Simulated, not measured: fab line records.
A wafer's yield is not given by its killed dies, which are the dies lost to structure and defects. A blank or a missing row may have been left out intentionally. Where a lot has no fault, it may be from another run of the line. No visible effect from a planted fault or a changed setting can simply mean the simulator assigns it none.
Chamber matching -- flow nand harc -- 4 sister chambers for NHARC_A_CONTACT_CMP_20 on cmp-02
The step polishes, t overpolish 30 s, target thk 300 nm. 4 wafers are shown with their chamber, then 7 later ones without.

EACH WAFER AND ITS CHAMBER
wafer,chamber,motor current A (A)
L242.2,2,12.5
L243.3,3,13.7
L247.1,0,11.4
L247.4,1,10.3

WAFERS WITHOUT THEIR CHAMBER
wafer,motor current A (A)
L247.6,12.4
L249.2,11.7
L249.3,10.4
L249.5,11.0
L257.1,11.0
L257.5,13.2
L257.6,12.3

EACH ONE'S CHAMBER
wafer,from the rows above,in truth
L247.6,2,2
L249.2,can't be placed: 0 or 2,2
L249.3,1,1
L249.5,can't be placed: 0 or 1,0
L257.1,can't be placed: 0 or 1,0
L257.5,can't be placed: 3 or 2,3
L257.6,2,2
Correctly placed: 3 of 7. Cannot be placed on the basis of these rows: 4; the candidates contain the true chamber in 4. Wrongly placed: 0.
How it was worked out, from the rows above alone: a wafer's distance from a chamber is the root of the sum, over the readings, of the square of ((its reading less the chamber's mean) divided by the reading's scatter). The wafer belongs to the nearest chamber; if the next one is less than 2 further off, it can't be placed. A chamber's mean is the mean of its shown wafers. The scatter: with one shown wafer a chamber, the root of the mean of the squares of how far each hidden wafer lies from its nearest shown one.
